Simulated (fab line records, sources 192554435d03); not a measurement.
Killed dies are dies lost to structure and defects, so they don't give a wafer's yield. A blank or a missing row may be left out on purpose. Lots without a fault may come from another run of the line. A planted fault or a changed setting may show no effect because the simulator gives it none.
Chamber matching | flow n5_finfet | N5_BEOL_M6_STRIP_67 on rie_diel-05: 4 sister chambers
The step strips in CF4. 4 wafers are shown with their chamber, then 7 later ones without.

WAFERS WITH THEIR CHAMBER
wafer  | chamber | throttle_valve_pct (%)
L079.3 | 0       | 13.61
L084.1 | 2       | 13.27
L090.2 | 3       | 13.75
L090.3 | 1       | 13.57

WAFERS WITHOUT THEIR CHAMBER
wafer  | throttle_valve_pct (%)
L090.4 | 13.30
L095.2 | 13.32
L095.3 | 13.78
L095.4 | 13.67
L097.2 | 13.33
L097.4 | 13.79
L097.5 | 13.69

WHICH CHAMBER EACH WENT THROUGH
wafer  | from the rows above          | in truth
L090.4 | 2                            | 2
L095.2 | 2                            | 2
L095.3 | 3                            | 3
L095.4 | can't be placed: 0 or 3 or 1 | 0
L097.2 | 2                            | 2
L097.4 | 3                            | 3
L097.5 | can't be placed: 3 or 0 or 1 | 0
Placed correctly: 5 of 7. Can't be placed from these rows: 2 (the true chamber is among the candidates in 2). Placed wrongly: 0.
How it was worked out, from the rows above alone: a wafer's distance from a chamber is the root of the sum, over the readings, of the square of ((its reading less the chamber's mean) divided by the reading's scatter). The wafer belongs to the nearest chamber; if the next one is less than 2 further off, it can't be placed. A chamber's mean is the mean of its shown wafers. The scatter: with one shown wafer a chamber, the root of the mean of the squares of how far each hidden wafer lies from its nearest shown one.
